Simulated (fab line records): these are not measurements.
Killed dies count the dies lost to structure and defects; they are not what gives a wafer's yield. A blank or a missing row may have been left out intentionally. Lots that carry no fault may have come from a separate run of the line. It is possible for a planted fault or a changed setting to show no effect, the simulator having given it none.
Split-lot experiment | flow n5-finfet | 39 wafers read across 7 lots, on a route 1938 steps long

## SPLIT DETAILS
At N5_BEOL_M13_SPUTTER_44 (material Ta, target thk 10 nm, time 16.13 s), the setting target-thk-a was moved away from the recipe's 100 angstrom on 18 of the 39 wafers read, by -59.2% to +52.9%. All remaining wafers had this setting at the recipe value.

## FROM THE SPLIT TO THE READING: what the file shows between them, 3 steps
- N5_BEOL_M13_SPUTTER_45: material Cu, target thk 80 nm, time 13.33 s
- N5_BEOL_M13_ECD_47: material Cu, target thk 936 nm
- N5_BEOL_M13_ANNEAL_48: time 90 s

## THE READING
barrier-field-endpoint-s, in s, at N5_BEOL_M13_CMP_49 (polishes, stops on SiOC, t overpolish 17.1 s, target thk 420 nm). Fault-free wafers of this fab line usually give 29.8 s, standard deviation 0.97 s.

wafer  | tool, chamber at the split | target-thk-a as run, angstrom | against the recipe | barrier-field-endpoint-s, s | against lot-mates on the recipe
L074.4 | pvd-sputter-01, -          | 100                           | recipe             | 28.4                        | -
L074.3 | pvd-sputter-01, -          | 58.05                         | -41.9%             | 24.6                        | -4.6
L074.2 | pvd-sputter-01, -          | 100                           | recipe             | 30.0                        | -
L074.1 | pvd-sputter-01, -          | 58.05                         | -41.9%             | 25.2                        | -4.0
L074.5 | pvd-sputter-01, -          | 58.05                         | -41.9%             | 23.9                        | -5.3
L074.6 | pvd-sputter-01, -          | 100                           | recipe             | 29.3                        | -
L075.1 | pvd-sputter-02, -          | 100                           | recipe             | 29.0                        | -
L075.4 | pvd-sputter-02, -          | 100                           | recipe             | 31.1                        | -
L075.2 | pvd-sputter-02, -          | 152.9                         | +52.9%             | 35.7                        | +5.8
L075.3 | pvd-sputter-02, -          | 100                           | recipe             | 29.6                        | -
L075.5 | pvd-sputter-02, -          | 152.9                         | +52.9%             | 35.0                        | +5.1
L075.6 | pvd-sputter-02, -          | 152.9                         | +52.9%             | 37.2                        | +7.3
L080.3 | pvd-sputter-03, -          | 100                           | recipe             | 29.9                        | -
L080.4 | pvd-sputter-03, -          | 77.58                         | -22.4%             | 28.2                        | -1.8
L080.1 | pvd-sputter-03, -          | 100                           | recipe             | 30.1                        | -
L080.2 | pvd-sputter-03, -          | 77.58                         | -22.4%             | 28.3                        | -1.7
L080.6 | pvd-sputter-03, -          | 77.58                         | -22.4%             | 27.1                        | -2.9
L080.5 | pvd-sputter-03, -          | 100                           | recipe             | 29.9                        | -
L086.1 | pvd-sputter-02, -          | 147.8                         | +47.8%             | 34.3                        | +4.8
L086.3 | pvd-sputter-02, -          | 100                           | recipe             | 30.5                        | -
L086.4 | pvd-sputter-02, -          | 100                           | recipe             | 29.0                        | -
L086.2 | pvd-sputter-02, -          | 147.8                         | +47.8%             | 34.8                        | +5.3
L086.5 | pvd-sputter-02, -          | 100                           | recipe             | 29.0                        | -
L086.6 | pvd-sputter-02, -          | 147.8                         | +47.8%             | 36.8                        | +7.3
L091.2 | pvd-sputter-03, -          | 53.02                         | -47.0%             | 22.7                        | -6.6
L091.1 | pvd-sputter-03, -          | 100                           | recipe             | 29.6                        | -
L091.3 | pvd-sputter-03, -          | 100                           | recipe             | 29.0                        | -
L091.4 | pvd-sputter-03, -          | 100                           | recipe             | 29.2                        | -
L091.6 | pvd-sputter-03, -          | 53.02                         | -47.0%             | 22.9                        | -6.4
L091.5 | pvd-sputter-03, -          | 53.02                         | -47.0%             | 23.9                        | -5.4
L095.1 | pvd-sputter-02, -          | 100                           | recipe             | 31.1                        | -
L095.5 | pvd-sputter-02, -          | 100                           | recipe             | 30.0                        | -
L095.6 | pvd-sputter-02, -          | 100                           | recipe             | 31.1                        | -
L097.2 | pvd-sputter-02, -          | 40.81                         | -59.2%             | 22.6                        | -6.0
L097.1 | pvd-sputter-02, -          | 40.81                         | -59.2%             | 21.8                        | -6.8
L097.3 | pvd-sputter-02, -          | 40.81                         | -59.2%             | 21.9                        | -6.7
L097.4 | pvd-sputter-02, -          | 100                           | recipe             | 27.6                        | -
L097.5 | pvd-sputter-02, -          | 100                           | recipe             | 29.2                        | -
L097.6 | pvd-sputter-02, -          | 100                           | recipe             | 29.0                        | -

THE FIT
A straight line over all 39 wafers: barrier-field-endpoint-s changes by +0.123 s for each +1% of target-thk-a; r = +0.98; the points scatter about the line by 0.9 s.
The same after taking each lot's own level away (the mean of its wafers on the recipe; 39 wafers): +0.116 s for each +1%; r = +0.98; scatter 0.72 s.
That fit puts the effect of the largest move of target-thk-a on the reading at 6.9 s.
From 28.60 to 30.73 s: that is the span of the lots' own levels, equal to 2.2 times the standard deviation above.
Consequently the slope shifts little with the lot-to-lot level, the two slopes agreeing.
Check: with one of the wafers moved furthest among these (-59.2%) left out of the fit, the line predicts -6.92 s for it against its lot-mates. It came out at -6 s against them.

## ADDITIONAL SPLITS CARRIED BY THESE WAFERS
Other splits were also applied to these wafers ahead of the reading. Each is held against what the fit with the lots' levels taken away leaves over:
other split on the same wafers | wafers away from the commonest value | r with barrier-field-endpoint-s (lot level and that fit taken away)
N5_BEOL_M12_ILD_DEP_00 time-s  | 12                                   | +0.08

## THE WHOLE CHAIN: every reading that the file lists as answering this split, in the file's order
step                   | what it does                                                    | reading                                                                           | change (the file's fit)                | r (the file's)
N5_BEOL_M13_SPUTTER_44 | material Ta, target thk 10 nm, time 16.13 s                     | Ta_of_BEOL_M13_SPUTTER_44.thk-nm (the simulator's own value, which no gauge read) | +0.0999 nm for each +1% of the setting | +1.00
N5_BEOL_M13_CMP_49     | polishes, stops on SiOC, t overpolish 17.1 s, target thk 420 nm | barrier-field-endpoint-s                                                          | +0.116 s for each +1% of the setting   | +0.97

## THE FILE'S OWN FIT
barrier-field-endpoint-s changes by +0.116 s for each +1% of target-thk-a, r = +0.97.
